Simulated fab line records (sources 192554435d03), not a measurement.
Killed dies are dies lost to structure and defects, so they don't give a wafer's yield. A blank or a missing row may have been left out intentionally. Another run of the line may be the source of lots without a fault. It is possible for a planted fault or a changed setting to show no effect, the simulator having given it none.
Matching of chambers + flow n5Finfet + rieDiel-03 running N5_BEOL_M8_STRIP_36: 4 sister chambers
The step strips in N2/H2. 14 wafers are shown with their chamber, then 6 later ones without.

EACH WAFER AND ITS CHAMBER
| wafer  | chamber | throttleValvePct (%) | showerheadPlenumPTorr (Torr) | oesProductAu (a.u.) |
|--------|---------|----------------------|------------------------------|---------------------|
| L462.1 | 3       | 23.99                | 2.51                         | 0.66                |
| L462.4 | 2       | 23.11                | 2.58                         | 0.89                |
| L462.6 | 0       | 23.47                | 2.51                         | 0.71                |
| L461.2 | 1       | 23.63                | 2.57                         | 0.86                |
| L461.5 | 0       | 23.47                | 2.50                         | 0.71                |
| L461.6 | 3       | 23.99                | 2.51                         | 0.67                |
| L463.1 | 1       | 23.62                | 2.57                         | 0.88                |
| L463.4 | 0       | 23.43                | 2.50                         | 0.69                |
| L463.5 | 3       | 23.99                | 2.51                         | 0.67                |
| L475.4 | 0       | 23.48                | 2.49                         | 0.69                |
| L475.6 | 0       | 23.45                | 2.49                         | 0.68                |
| L478.2 | 1       | 23.66                | 2.56                         | 0.82                |
| L478.4 | 0       | 23.48                | 2.49                         | 0.69                |
| L478.5 | 2       | 23.16                | 2.57                         | 0.84                |

SIGNATURES (means of the wafers above)
| reading               | chamber 0 | chamber 1 | chamber 2 | chamber 3 | scatter within a chamber |
|-----------------------|-----------|-----------|-----------|-----------|--------------------------|
| throttleValvePct      | 23.4633   | 23.6367   | 23.1350   | 23.9900   | 0.0201                   |
| showerheadPlenumPTorr | 2.4967    | 2.5667    | 2.5750    | 2.5100    | 0.00671                  |
| oesProductAu          | 0.6950    | 0.8533    | 0.8650    | 0.6667    | 0.0198                   |
Rule: for a wafer and a chamber, the distance is found by dividing, reading by reading, the gap between the wafer's reading and the chamber's mean by the reading's scatter, squaring, summing and taking the root. The wafer belongs to the nearest chamber; if the next one is less than 2 further off, it can't be placed. The scatter: the root of (the sum of the squares of (reading less its chamber's mean) over the shown wafers, divided by (wafers less chambers)).

WAFERS WHOSE CHAMBER IS MISSING
| wafer  | throttleValvePct (%) | showerheadPlenumPTorr (Torr) | oesProductAu (a.u.) |
|--------|----------------------|------------------------------|---------------------|
| L482.2 | 23.17                | 2.57                         | 0.83                |
| L482.3 | 23.48                | 2.49                         | 0.67                |
| L482.5 | 23.52                | 2.49                         | 0.68                |
| L483.1 | 23.16                | 2.56                         | 0.82                |
| L483.2 | 23.50                | 2.49                         | 0.68                |
| L483.3 | 23.68                | 2.50                         | 0.90                |

CHAMBER TAKEN BY EACH
| wafer  | from the rows above | in truth                   |
|--------|---------------------|----------------------------|
| L482.2 | 2                   | 2                          |
| L482.3 | 0                   | 0                          |
| L482.5 | 0                   | 0                          |
| L483.1 | 2                   | 2                          |
| L483.2 | 0                   | 0                          |
| L483.3 | 1                   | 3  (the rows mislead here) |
Correct placement for 5 of the 6. Number that these rows cannot place: 0. Placed wrongly: 1.
